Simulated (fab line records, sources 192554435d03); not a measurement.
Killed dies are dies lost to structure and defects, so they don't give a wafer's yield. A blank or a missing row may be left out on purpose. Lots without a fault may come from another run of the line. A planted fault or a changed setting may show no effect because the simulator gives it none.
fab line records | flow n5_finfet
record lots=24 wafers=72 last_day=18
route steps=1938 shown MOL_CONTACT_COAG@587 BEOL_M0_SAQP@637
lots that met no fault: from a run of the same line without faults
start_h: hours from the record's first day to the start of the lot's first wafer shown | wait_h: hours since the lot's step before | " the same as in the row above | L1.1+2: a row that stands for several wafers | - no value, or no start given | * or withheld: withheld | < > ~ a bound
route shown NAME@n: a module of which the file shows steps, and the number in the route of the first | usual: mean/standard deviation of fault-free wafers | same: alike in all rows | chamber/n: place in a boat | sites: the reading at each site | _std_site: their standard deviation | _edge_site: outer sites' mean less inner sites' | radius_mm: how far each site lies from the wafer's centre | mask NAME#n: copy n | behind: the tool/chamber that last shaped the wafer | hold: why the lot was held/for how many hours/how that ended | device: the transistor (n, p or np) that didn't switch | end of line: the same wafers' tests at the end of the route | a step without rows: its recipe alone | killed: dies lost to structure and defects at the first sort, not the wafer's yield | map: a wafer's dies, x killed, . not, _ none there
set.NAME: the setting as run; set.NAME@STEP: as run at that earlier step | model.NAME: the simulator's own value behind a step, which no gauge read
steps of the route over a sample of lots; a table a step, a row a wafer
services: from which hour (start_h, from the record's first day; less than 0 if before it) a tool's chamber was out of use, for how many hours, and why
## steps
# step N5_MOL_CONTACT_COAG_STRIP_96
# recipe chemistry=N2/H2 power_w=500 temp_c=40 pressure_mtorr=50 rf_frequency_hz=6e+07 overash_fraction=0.3 bias_power_w=28 h2_frac=0.5 n2_flow_sccm=300 h2_flow_sccm=300
# usual drypump_motor_current_A=5.6/0.45 h2_flow_sccm=300.1/0.91 oes_product_au=0.77/0.067 rf_vpp_V=122.0/1.3 showerhead_plenum_p_Torr=3.40/0.085 throttle_valve_pct=18.75/0.25
# columns lot.wafer tool chamber start_h wait_h drypump_motor_current_A h2_flow_sccm oes_product_au rf_hours_counter_h rf_vpp_V showerhead_plenum_p_Torr throttle_valve_pct
L074.2 rie_diel-04 1 102.53 0.0 6.0 300.7 0.89 17 124.3 3.44 18.72
L074.3 " 3 " " 6.0 298.5 0.73 181 121.8 3.46 18.78
L074.4 " 0 " " 6.1 299.8 0.77 143 121.7 3.36 19.16
L075.2 rie_diel-01 3 108.29 0.0 6.1 301.4 0.89 17 122.0 3.55 18.37
L075.4 " 0 " " 5.9 300.2 0.80 136 121.2 3.36 18.74
L075.5 " 2 " " 4.8 299.3 0.74 - 122.7 3.24 19.12
L076.1 rie_diel-01 2 114.91 0.0 4.8 299.0 0.73 156 120.3 3.23 19.12
L076.3 " 1 " " 5.1 301.1 0.70 213 123.5 3.47 18.83
L076.4 " 1 " " 5.0 300.1 0.70 - 122.8 3.47 18.82
L077.1 rie_diel-04 2 117.50 0.0 6.1 298.7 0.72 218 122.2 3.32 18.52
L077.4 " 2 " " 6.1 299.5 0.71 - 121.4 3.32 18.49
L077.6 " 0 " " 6.1 299.9 0.75 - 120.4 3.35 19.17
L078.1 rie_diel-04 3 120.74 0.0 5.9 300.0 0.73 185 122.3 3.46 18.77
L078.3 " 1 " " 6.0 300.0 0.88 24 122.1 3.43 18.74
L078.6 " 0 " " 6.1 299.3 0.76 - 121.5 3.35 19.16
L079.1 rie_diel-03 1 130.60 0.0 5.4 299.5 0.78 123 122.1 3.39 18.65
L079.3 " 3 " " 5.9 299.5 0.68 234 121.4 3.45 19.11
L079.5 " 3 " " 5.9 300.3 0.68 - 122.2 3.45 19.13
L080.1 rie_diel-01 1 134.39 0.0 5.1 299.5 0.71 221 124.1 3.47 18.83
L080.2 " 0 " " 5.9 299.7 0.79 143 123.5 3.35 18.74
L080.4 " 1 " " 5.1 298.5 0.69 - 120.8 3.47 18.82
L081.1 rie_diel-04 3 145.72 0.0 6.0 300.9 0.73 194 122.9 3.46 18.77
L081.2 " 2 " " 6.1 300.1 0.71 228 120.9 3.32 18.52
L081.3 " 1 " " 6.0 300.4 0.87 32 119.7 3.43 18.76
L082.1 rie_diel-01 1 151.23 0.0 5.1 302.0 0.70 228 122.5 3.47 18.83
L082.2 " 0 " " 5.8 300.0 0.78 150 119.2 3.35 18.78
L082.6 " 1 " " 5.1 302.1 0.70 - 124.4 3.47 18.85
L083.1 rie_diel-01 3 159.40 0.0 6.2 300.1 0.85 37 123.3 3.54 18.41
L083.2 " 0 " " 5.8 300.8 0.79 153 120.8 3.35 18.79
L083.4 " 2 " " 4.8 300.5 0.74 172 122.3 3.23 19.15
L084.1 rie_diel-04 3 159.64 0.0 5.9 301.3 0.72 200 122.0 3.45 18.79
L084.3 " 1 " " 6.0 299.3 0.86 37 121.8 3.43 18.76
L084.6 " 3 " " 6.0 301.0 0.72 - 122.1 3.45 18.78
L085.2 rie_diel-03 0 166.82 0.0 5.3 300.4 0.81 100 121.3 3.51 18.33
L085.3 " 3 " " 5.9 300.0 0.67 246 124.0 3.45 19.13
L085.6 " 2 " " 5.2 299.7 0.78 - 121.4 3.33 18.54
L086.2 rie_diel-03 1 174.97 0.0 5.4 300.0 0.76 139 122.3 3.38 18.64
L086.3 " 3 " " 5.9 299.0 0.67 248 123.0 3.44 19.14
L086.4 " 2 " " 5.2 301.6 0.77 166 120.0 3.33 18.58
L087.2 rie_diel-01 1 177.57 0.0 5.1 301.0 0.70 238 120.6 3.46 18.88
L087.4 " 0 " " 5.8 301.1 0.78 159 122.8 3.34 18.77
L087.6 " 0 " " 5.9 300.6 0.78 - 122.2 3.34 18.75
L088.1 rie_diel-01 2 182.42 0.0 4.8 299.6 0.72 180 120.7 3.22 19.16
L088.2 " 3 " " 6.2 300.8 0.83 44 122.5 3.54 18.43
L088.5 " 3 " " 6.2 300.2 0.85 - 122.9 3.54 18.43
L089.1 rie_diel-03 0 195.58 0.0 5.3 298.5 0.79 110 121.1 3.50 18.34
L089.5 " 1 " " 5.4 300.9 0.76 - 121.1 3.37 18.70
L089.6 " 0 " " 5.3 299.1 0.79 - 123.4 3.50 18.33
L090.1 rie_diel-04 2 196.14 0.0 6.1 300.8 0.68 245 120.0 3.31 18.55
L090.3 " 1 " " 6.0 299.9 0.86 46 122.0 3.42 18.76
L090.5 " 3 " " 5.9 299.0 0.71 - 120.0 3.44 18.81
L091.2 rie_diel-04 0 201.01 0.0 6.1 300.8 0.73 177 123.2 3.34 19.21
L091.3 " 1 " " 6.0 301.3 0.85 47 120.6 3.42 18.77
L091.4 " 2 " " 6.1 299.7 0.69 247 123.1 3.30 18.55
L092.1 rie_diel-03 2 209.77 0.0 5.2 298.8 0.76 179 121.8 3.33 18.60
L092.2 " 1 " " 5.4 297.9 0.75 151 123.6 3.37 18.69
L092.5 " 2 " " 5.2 299.3 0.76 - 122.9 3.32 18.60
L093.2 rie_diel-03 0 216.62 0.0 5.3 300.6 0.79 117 122.7 3.50 18.35
L093.4 " 2 " " 5.2 300.0 0.76 181 122.7 3.32 18.60
L093.6 " 3 " " 6.0 301.3 0.96 - 121.8 3.44 18.74
L094.2 rie_diel-01 0 218.99 0.0 5.8 301.1 0.77 176 121.4 3.33 18.82
L094.5 " 0 " " 5.8 299.2 0.76 - 121.8 3.33 18.80
L094.6 " 1 " " 5.1 298.7 0.69 - 123.3 3.45 18.88
L095.1 rie_diel-04 3 223.13 0.0 5.9 299.4 0.70 225 121.5 3.44 18.82
L095.3 " 0 " " 6.1 301.1 0.72 188 122.9 3.33 19.21
L095.4 " 0 " " 6.2 301.4 0.73 - 122.3 3.33 19.23
L096.1 rie_diel-03 3 233.46 0.0 5.9 301.5 0.94 9 123.5 3.44 18.74
L096.2 " 1 " " 5.4 298.8 0.75 158 122.8 3.37 18.70
L096.3 " 2 " " 5.2 298.6 0.76 186 122.4 3.32 18.59
L097.1 rie_diel-03 2 236.54 0.0 5.2 299.9 0.74 187 120.2 3.32 18.61
L097.4 " 3 " " 5.9 299.7 0.93 9 121.8 3.44 18.77
L097.5 " 1 " " 5.4 300.5 0.73 - 119.8 3.37 18.70
# step N5_MOL_CONTACT_COAG_CD_MEAS_137
# recipe target_cd_nm=16
# usual cd_nm=15.9/0.38
# columns lot.wafer tool chamber start_h wait_h cd_nm
L074.2 cd_sem-02 - 102.81 0.0 16.1
L074.3 " - " " 16.6
L074.4 " - " " 16.4
L075.2 cd_sem-02 - 108.56 0.0 15.8
L075.4 " - " " 16.0
L075.5 " - " " 15.7
L076.1 cd_sem-03 - 115.23 0.0 15.7
L076.3 " - " " 15.8
L076.4 " - " " 16.1
L077.1 cd_sem-03 - 117.77 0.0 15.9
L077.4 " - " " 14.9
L077.6 " - " " 15.9
L078.1 cd_sem-01 - 121.01 0.0 16.3
L078.3 " - " " 16.1
L078.6 " - " " 16.2
L079.1 cd_sem-01 - 130.87 0.0 16.3
L079.3 " - " " 16.2
L079.5 " - " " 16.4
L080.1 cd_sem-01 - 134.66 0.0 16.1
L080.2 " - " " 15.5
L080.4 " - " " 16.4
L081.1 cd_sem-01 - 145.99 0.0 16.7
L081.2 " - " " 15.9
L081.3 " - " " 16.0
L082.1 cd_sem-03 - 151.49 0.0 15.9
L082.2 " - " " 15.6
L082.6 " - " " 16.7
L083.1 cd_sem-02 - 159.67 0.0 16.1
L083.2 " - " " 15.5
L083.4 " - " " 15.7
L084.1 cd_sem-03 - 159.92 0.0 16.3
L084.3 " - " " 16.2
L084.6 " - " " 16.4
L085.2 cd_sem-01 - 167.08 0.0 16.5
L085.3 " - " " 16.0
L085.6 " - " " 16.3
L086.2 cd_sem-03 - 175.24 0.0 16.3
L086.3 " - " " 15.8
L086.4 " - " " 16.1
L087.2 cd_sem-02 - 177.86 0.0 15.7
L087.4 " - " " 16.1
L087.6 " - " " 15.7
L088.1 cd_sem-02 - 182.69 0.0 15.9
L088.2 " - " " 15.3
L088.5 " - " " 15.7
L089.1 cd_sem-01 - 195.87 0.0 15.9
L089.5 " - " " 15.9
L089.6 " - " " 16.0
L090.1 cd_sem-01 - 196.41 0.0 15.5
L090.3 " - " " 15.6
L090.5 " - " " 15.5
L091.2 cd_sem-03 - 201.28 0.0 16.2
L091.3 " - " " 15.4
L091.4 " - " " 16.1
L092.1 cd_sem-03 - 210.04 0.0 15.5
L092.2 " - " " 15.2
L092.5 " - " " 15.6
L093.2 cd_sem-02 - 216.89 0.0 15.8
L093.4 " - " " 15.4
L093.6 " - " " 15.8
L094.2 cd_sem-03 - 219.26 0.0 15.9
L094.5 " - " " 16.3
L094.6 " - " " 16.1
L095.1 cd_sem-02 - 223.41 0.0 16.4
L095.3 " - " " 15.7
L095.4 " - " " 16.3
L096.1 cd_sem-02 - 233.72 0.0 15.8
L096.2 " - " " 15.3
L096.3 " - " " 15.9
L097.1 cd_sem-03 - 236.82 0.0 16.7
L097.4 " - " " 16.4
L097.5 " - " " 15.5
# step N5_MOL_CONTACT_COAG_CD_MEAS_101
# recipe target_cd_nm=16
# usual cd_nm=16.0/0.35
# columns lot.wafer tool chamber start_h wait_h cd_nm
L074.2 cd_sem-02 - 104.07 0.0 16.0
L074.3 " - " " 16.2
L074.4 " - " " 16.1
L075.2 cd_sem-02 - 109.96 0.0 15.8
L075.4 " - " " 16.0
L075.5 " - " " 15.7
L076.1 cd_sem-02 - 116.91 0.0 16.1
L076.3 " - " " 16.3
L076.4 " - " " 15.6
L077.1 cd_sem-02 - 119.42 0.0 16.6
L077.4 " - " " 16.1
L077.6 " - " " 16.1
L078.1 cd_sem-03 - 122.27 0.0 15.9
L078.3 " - " " 16.3
L078.6 " - " " 16.2
L079.1 cd_sem-03 - 132.20 0.0 16.4
L079.3 " - " " 15.8
L079.5 " - " " 16.0
L080.1 cd_sem-02 - 136.06 0.0 16.8
L080.2 " - " " 16.5
L080.4 " - " " 16.2
L081.1 cd_sem-02 - 147.31 0.0 16.0
L081.2 " - " " 15.6
L081.3 " - " " 15.5
L082.1 cd_sem-02 - 153.10 0.0 16.3
L082.2 " - " " 15.6
L082.6 " - " " 16.2
L083.1 cd_sem-01 - 161.16 0.0 16.2
L083.2 " - " " 16.3
L083.4 " - " " 16.1
L084.1 cd_sem-03 - 161.54 0.0 15.1
L084.3 " - " " 15.2
L084.6 " - " " 15.1
L085.2 cd_sem-01 - 168.58 0.0 16.1
L085.3 " - " " 16.1
L085.6 " - " " 15.9
L086.2 cd_sem-01 - 176.50 0.0 15.8
L086.3 " - " " 15.8
L086.4 " - " " 15.7
L087.2 cd_sem-02 - 179.33 0.0 15.5
L087.4 " - " " 16.2
L087.6 " - " " 15.8
L088.1 cd_sem-01 - 184.07 0.0 15.7
L088.2 " - " " 15.3
L088.5 " - " " 16.1
L089.1 cd_sem-03 - 197.15 0.0 16.0
L089.5 " - " " 15.6
L089.6 " - " " 16.0
L090.1 cd_sem-02 - 198.00 0.0 16.0
L090.3 " - " " 16.6
L090.5 " - " " 15.8
L091.2 cd_sem-03 - 202.68 0.0 16.3
L091.3 " - " " 16.0
L091.4 " - " " 16.5
L092.1 cd_sem-01 - 211.43 0.0 15.7
L092.2 " - " " 16.4
L092.5 " - " " 16.2
L093.2 cd_sem-02 - 218.35 0.0 16.4
L093.4 " - " " 16.5
L093.6 " - " " 16.1
L094.2 cd_sem-01 - 220.86 0.0 16.5
L094.5 " - " " 16.2
L094.6 " - " " 16.5
L095.1 cd_sem-01 - 224.75 0.0 16.1
L095.3 " - " " 16.5
L095.4 " - " " 16.0
L096.1 cd_sem-01 - 235.16 0.0 16.4
L096.2 " - " " 16.1
L096.3 " - " " 16.2
L097.1 cd_sem-02 - 238.26 0.0 15.5
L097.4 " - " " 15.9
L097.5 " - " " 15.9
# step N5_BEOL_M0_SAQP_PECVD_97
# recipe material=SiNx target_thk_a=230 temp_c=350 precursor=SiH4/NH3/N2 pressure_torr=1.5 rf_w=300 time_s=19.9
# usual heater_power_w=574/100 showerhead_plenum_p_Torr=5.15/0.072 throttle_valve_pct=40.0/1.9
# columns lot.wafer tool chamber start_h wait_h heater_power_w showerhead_plenum_p_Torr throttle_valve_pct
L074.2 pecvd-04 0 110.03 0.0 707 5.15 38.3
L074.3 " 1 " " 693 5.12 42.4
L074.4 " 1 " " 688 5.12 42.1
L075.2 pecvd-03 2 114.58 0.0 433 5.11 40.2
L075.4 " 1 " " 663 5.19 41.8
L075.5 " 0 " " 469 5.00 41.6
L076.1 pecvd-03 2 121.99 0.0 413 5.08 40.1
L076.3 " 1 " " 668 5.19 41.7
L076.4 " 2 " " 424 5.10 40.1
L077.1 pecvd-03 2 125.41 0.0 432 5.10 39.9
L077.4 " 1 " " 667 5.21 41.7
L077.6 " 2 " " 435 5.09 40.3
L078.1 pecvd-03 2 127.92 0.0 380 5.10 39.9
L078.3 " 1 " " 657 5.19 41.8
L078.6 " 0 " " 439 5.01 41.7
L079.1 pecvd-02 1 137.61 0.0 450 5.17 40.7
L079.3 " 2 " " 454 5.16 38.3
L079.5 " 1 " " 453 5.17 40.5
L080.1 pecvd-03 0 141.39 0.0 461 5.01 41.5
L080.2 " 2 " " 431 5.09 40.4
L080.4 " 1 " " 605 5.19 41.8
L081.1 pecvd-04 1 151.98 0.0 689 5.12 42.0
L081.2 " 0 " " 612 5.16 38.4
L081.3 " 2 " " 615 5.21 36.8
L082.1 pecvd-04 0 158.14 0.0 714 5.14 38.3
L082.2 " 1 " " 713 5.12 42.4
L082.6 " 2 " " 605 5.22 37.0
L083.1 pecvd-02 0 167.53 0.0 598 5.28 39.1
L083.2 " 1 " " 479 5.17 40.8
L083.4 " 1 " " 471 5.17 40.7
L084.1 pecvd-03 0 169.06 0.0 425 5.01 41.8
L084.3 " 2 " " 418 5.11 40.7
L084.6 " 1 " " 637 5.20 41.4
L085.2 pecvd-03 1 174.55 0.0 644 5.20 41.9
L085.3 " 0 " " 431 5.01 41.7
L085.6 " 1 " " 629 5.20 41.5
L086.2 pecvd-04 2 184.28 0.0 625 5.21 37.3
L086.3 " 1 " " 616 5.13 42.4
L086.4 " 2 " " 635 5.22 37.3
L087.2 pecvd-04 0 184.88 0.0 705 5.15 38.5
L087.4 " 1 " " 641 5.11 42.0
L087.6 " 2 " " 611 5.23 37.3
L088.1 pecvd-04 0 191.81 0.0 641 5.15 38.1
L088.2 " 1 " " 713 5.12 42.4
L088.5 " 2 " " 642 5.22 37.1
L089.1 pecvd-02 1 202.45 0.0 454 5.16 40.6
L089.5 " 2 " " 430 5.16 38.6
L089.6 " 0 " " 600 5.29 38.8
L090.1 pecvd-02 0 205.63 0.0 530 5.29 39.2
L090.3 " 2 " " 450 5.17 38.4
L090.5 " 2 " " 453 5.17 38.7
L091.2 pecvd-04 2 207.91 0.0 624 5.22 37.3
L091.3 " 0 " " 672 5.17 38.1
L091.4 " 2 " " 629 5.23 37.2
L092.1 pecvd-04 1 215.84 0.0 647 5.13 42.3
L092.2 " 0 " " 629 5.15 38.1
L092.5 " 2 " " 652 5.23 37.0
L093.2 pecvd-04 1 224.06 0.0 702 5.12 42.2
L093.4 " 2 " " 676 5.21 37.5
L093.6 " 0 " " 681 5.15 38.4
L094.2 pecvd-03 2 228.29 0.0 401 5.11 41.2
L094.5 " 1 " " 632 5.19 41.5
L094.6 " 0 " " 467 5.00 41.5
L095.1 pecvd-02 0 229.74 0.0 629 5.29 38.8
L095.3 " 1 " " 513 5.15 40.7
L095.4 " 0 " " 631 5.31 39.1
L096.1 pecvd-04 0 239.88 0.0 644 5.15 38.4
L096.2 " 1 " " 665 5.12 42.2
L096.3 " 2 " " 639 5.23 37.4
L097.1 pecvd-04 2 244.06 0.0 620 5.22 37.1
L097.4 " 1 " " 652 5.13 42.3
L097.5 " 0 " " 659 5.15 38.2
# step N5_BEOL_M0_SAQP_RECESS_114
# recipe chemistry=HF/NH3 target=SiO2 target_depth_a=144 afs_cycles=3 temp_c=30 sublimation_temp_c=180 sublimation_time_s=60
# usual drypump_motor_current_A=5.5/0.4
# columns lot.wafer tool chamber start_h wait_h drypump_motor_current_A
L074.2 vapor_etch-02 0 111.11 0.0 5.0
L074.3 " 0 " " 5.0
L074.4 " 1 " " 5.8
L075.2 vapor_etch-02 0 116.25 0.0 5.0
L075.4 " 1 " " 5.8
L075.5 " 1 " " 5.8
L076.1 vapor_etch-01 1 123.22 0.0 5.9
L076.3 " 1 " " 5.9
L076.4 " 0 " " 5.1
L077.1 vapor_etch-02 1 126.62 0.0 5.8
L077.4 " 1 " " 5.8
L077.6 " 1 " " 5.8
L078.1 vapor_etch-01 0 129.13 0.0 5.1
L078.3 " 0 " " 5.1
L078.6 " 1 " " 5.9
L079.1 vapor_etch-01 0 138.83 0.0 5.1
L079.3 " 1 " " 5.9
L079.5 " 1 " " 5.9
L080.1 vapor_etch-02 0 142.65 0.0 5.0
L080.2 " 1 " " 5.8
L080.4 " 1 " " 5.8
L081.1 vapor_etch-01 0 153.23 0.0 5.1
L081.2 " 1 " " 5.9
L081.3 " 0 " " 5.1
L082.1 vapor_etch-01 1 159.36 0.0 5.9
L082.2 " 0 " " 5.1
L082.6 " 1 " " 5.9
L083.1 vapor_etch-01 0 168.85 0.0 5.1
L083.2 " 1 " " 5.9
L083.4 " 1 " " 5.9
L084.1 vapor_etch-02 1 170.15 0.0 5.8
L084.3 " 1 " " 5.8
L084.6 " 1 " " 5.8
L085.2 vapor_etch-02 1 176.22 0.0 5.8
L085.3 " 0 " " 5.0
L085.6 " 0 " " 5.0
L086.2 vapor_etch-02 0 185.58 0.0 5.0
L086.3 " 0 " " 5.0
L086.4 " 1 " " 5.8
L087.2 vapor_etch-02 1 186.09 0.0 5.8
L087.4 " 1 " " 5.8
L087.6 " 1 " " 5.8
L088.1 vapor_etch-01 0 193.02 0.0 5.1
L088.2 " 1 " " 5.9
L088.5 " 0 " " 5.1
L089.1 vapor_etch-02 0 203.96 0.2 5.0
L089.5 " 1 " " 5.8
L089.6 " 0 " " 5.0
L090.1 vapor_etch-01 0 206.91 0.0 5.1
L090.3 " 1 " " 6.0
L090.5 " 0 " " 5.1
L091.2 vapor_etch-01 0 209.13 0.0 5.1
L091.3 " 1 " " 6.0
L091.4 " 0 " " 5.1
L092.1 vapor_etch-02 0 217.05 0.0 5.0
L092.2 " 1 " " 5.8
L092.5 " 1 " " 5.8
L093.2 vapor_etch-01 1 225.35 0.0 5.9
L093.4 " 0 " " 5.1
L093.6 " 0 " " 5.1
L094.2 vapor_etch-01 1 229.37 0.0 5.9
L094.5 " 0 " " 5.1
L094.6 " 1 " " 5.9
L095.1 vapor_etch-02 1 230.96 0.0 5.8
L095.3 " 0 " " 5.0
L095.4 " 1 " " 5.8
L096.1 vapor_etch-02 1 241.09 0.0 5.8
L096.2 " 0 " " 5.0
L096.3 " 1 " " 5.8
L097.1 vapor_etch-01 1 245.29 0.0 5.9
L097.4 " 0 " " 5.1
L097.5 " 1 " " 5.9
# step N5_BEOL_M0_SAQP_SPACER2_ETCHBACK_27
# recipe chemistry=CHF3/O2 mode=anisotropic_etchback target=SiO2 target_depth_a=225 time_s=11.25 pressure_mtorr=30 source_w=650 bias_w=170 Ar_flow_sccm=200 CHF3_flow_sccm=50 O2_flow_sccm=5 ion_energy_ev=200
# usual drypump_motor_current_A=5.7/0.52 oes_product_au=0.78/0.088 rf_vpp_V=526/7.6 showerhead_plenum_p_Torr=2.45/0.096 throttle_valve_pct=18.94/0.25
# columns lot.wafer tool chamber start_h wait_h drypump_motor_current_A oes_product_au rf_hours_counter_h rf_vpp_V showerhead_plenum_p_Torr throttle_valve_pct
L074.2 rie_diel-02 0 114.24 0.3 5.2 0.76 129 516 2.50 19.18
L074.3 " 2 " " 5.0 0.68 252 532 2.30 19.04
L074.4 " 0 " " 5.2 0.76 - 516 2.50 19.16
L075.2 rie_diel-05 0 119.37 0.4 6.1 0.74 208 525 2.28 19.05
L075.4 " 1 " " 5.7 0.90 27 536 2.44 18.79
L075.5 " 0 " " 6.2 0.74 - 526 2.28 19.07
L076.1 rie_diel-05 2 125.99 0.3 5.0 0.73 173 523 2.51 19.36
L076.3 " 3 " " 5.6 0.74 147 530 2.52 18.68
L076.4 " 0 " " 6.1 0.73 209 526 2.28 19.07
L077.1 rie_diel-05 0 129.84 0.3 6.2 0.73 210 527 2.28 19.08
L077.4 " 1 " " 5.7 0.88 30 536 2.44 18.78
L077.6 " 1 " " 5.7 0.89 - 534 2.44 18.79
L078.1 rie_diel-02 3 132.03 0.3 5.5 0.76 136 522 2.51 19.06
L078.3 " 1 " " 5.7 0.69 235 519 2.26 19.27
L078.6 " 1 " " 5.7 0.69 - 520 2.26 19.27
L079.1 rie_diel-06 1 141.48 0.3 6.6 0.88 26 526 2.54 18.48
L079.3 " 2 " " 5.9 0.67 231 515 2.36 19.14
L079.5 " 3 " " 6.5 0.74 - 538 2.50 18.67
L080.1 rie_diel-05 1 146.12 0.3 5.7 0.87 38 535 2.44 18.80
L080.2 " 2 " " 5.0 0.73 181 524 2.50 19.34
L080.4 " 3 " " 5.6 0.75 - 529 2.51 18.72
L081.1 rie_diel-06 1 155.94 0.3 6.6 0.89 31 526 2.54 18.50
L081.2 " 2 " " 5.9 0.66 236 514 2.36 19.14
L081.3 " 0 " " 5.1 0.75 147 524 2.31 18.91
L082.1 rie_diel-06 0 162.04 0.3 5.1 0.75 149 522 2.31 18.91
L082.2 " 1 " " 6.6 0.88 31 527 2.54 18.48
L082.6 " 1 " " 6.6 0.87 - 526 2.54 18.49
L083.1 rie_diel-06 1 171.73 0.4 6.6 0.87 34 527 2.54 18.49
L083.2 " 2 " " 5.9 0.67 239 515 2.36 19.15
L083.4 " 0 " " 5.2 0.74 152 523 2.31 18.91
L084.1 rie_diel-06 1 173.78 0.3 6.6 0.87 35 528 2.54 18.50
L084.3 " 3 " " 6.5 0.74 156 538 2.49 18.69
L084.6 " 3 " " 6.5 0.75 - 537 2.49 18.69
L085.2 rie_diel-06 0 178.93 0.3 5.2 0.74 154 523 2.30 18.92
L085.3 " 2 " " 5.9 0.68 242 515 2.36 19.14
L085.6 " 2 " " 5.9 0.67 - 514 2.36 19.14
L086.2 rie_diel-06 1 189.45 0.3 6.6 0.85 40 527 2.54 18.51
L086.3 " 0 " " 5.1 0.74 157 524 2.30 18.92
L086.4 " 0 " " 5.2 0.74 - 523 2.30 18.91
L087.2 rie_diel-02 3 189.97 0.3 5.5 0.74 155 522 2.50 19.11
L087.4 " 2 " " 5.0 0.96 8 542 2.58 18.65
L087.6 " 0 " " 5.2 0.73 - 516 2.49 19.21
L088.1 rie_diel-05 2 195.93 0.4 5.0 0.72 197 524 2.50 19.38
L088.2 " 1 " " 5.7 0.86 53 534 2.43 18.83
L088.5 " 1 " " 5.7 0.85 - 535 2.43 18.81
L089.1 rie_diel-06 1 206.57 0.3 6.6 0.86 44 527 2.54 18.49
L089.5 " 0 " " 5.1 0.74 - 525 2.30 18.94
L089.6 " 3 " " 6.5 0.73 - 538 2.49 18.69
L090.1 rie_diel-02 3 209.96 0.3 5.5 0.74 160 523 2.50 19.10
L090.3 " 1 " " 5.6 0.99 7 526 2.54 18.96
L090.5 " 0 " " 5.1 0.73 - 515 2.49 19.23
L091.2 rie_diel-05 2 212.02 0.3 5.0 0.71 201 523 2.50 19.40
L091.3 " 0 " " 6.1 0.71 228 526 2.27 19.10
L091.4 " 3 " " 5.6 0.72 174 528 2.51 18.74
L092.1 rie_diel-02 3 219.75 0.3 5.5 0.73 164 521 2.50 19.11
L092.2 " 0 " " 5.2 0.72 168 516 2.48 19.23
L092.5 " 2 " " 5.0 0.93 - 542 2.58 18.65
L093.2 rie_diel-02 2 228.15 0.3 5.0 0.92 16 542 2.58 18.65
L093.4 " 3 " " 5.5 0.73 166 523 2.50 19.12
L093.6 " 0 " " 5.2 0.73 - 515 2.48 19.25
L094.2 rie_diel-06 1 233.82 0.3 6.6 0.85 54 527 2.53 18.53
L094.5 " 3 " " 6.5 0.73 - 538 2.49 18.71
L094.6 " 0 " " 5.1 0.73 - 523 2.30 18.94
L095.1 rie_diel-02 3 234.46 0.3 5.5 0.74 168 522 2.50 19.13
L095.3 " 2 " " 5.0 0.93 19 543 2.58 18.65
L095.4 " 0 " " 5.2 0.73 173 516 2.48 19.23
L096.1 rie_diel-02 0 244.19 0.3 5.2 0.72 176 516 2.48 19.24
L096.2 " 3 " " 5.5 0.73 170 523 2.49 19.13
L096.3 " 1 " " 5.6 0.94 19 527 2.54 19.00
L097.1 rie_diel-05 0 248.35 0.4 6.2 0.71 239 527 2.27 19.12
L097.4 " 2 " " 5.0 0.71 213 524 2.49 19.41
L097.5 " 3 " " 5.6 0.71 - 530 2.50 18.75
## services
# columns tool chamber start_h hours kind
pecvd-04 - 92.00 5.5 pm
rie_diel-02 2 106.52 6.9 repair
rie_diel-01 0 112.49 8.4 repair
rie_diel-02 1 113.58 17.4 repair
rie_diel-05 1 115.02 3.4 repair
rie_diel-02 2 118.32 7.8 repair
pecvd-04 - 125.98 2.8 pm
rie_diel-02 2 131.09 - clean
rie_diel-02 3 144.57 4.2 repair
rie_diel-03 - 150.21 4.3 pm
rie_diel-02 - 154.97 0.8 repair
rie_diel-05 0 160.21 8.9 repair
rie_diel-04 1 161.52 5.3 repair
vapor_etch-01 - 169.28 0.1 repair
pecvd-04 0 178.14 6.4 repair
pecvd-02 - 181.06 0.7 repair
rie_diel-01 3 191.98 14.3 repair
rie_diel-06 2 207.73 - clean
rie_diel-06 2 207.73 - consumable_replace:focus_ring
rie_diel-06 2 207.73 13.7 scheduled_down
rie_diel-06 2 207.73 13.7 vent_cycle
rie_diel-02 2 209.65 5.9 repair
rie_diel-03 - 211.67 1.7 repair
rie_diel-06 - 213.63 0.3 repair
## key
fault none
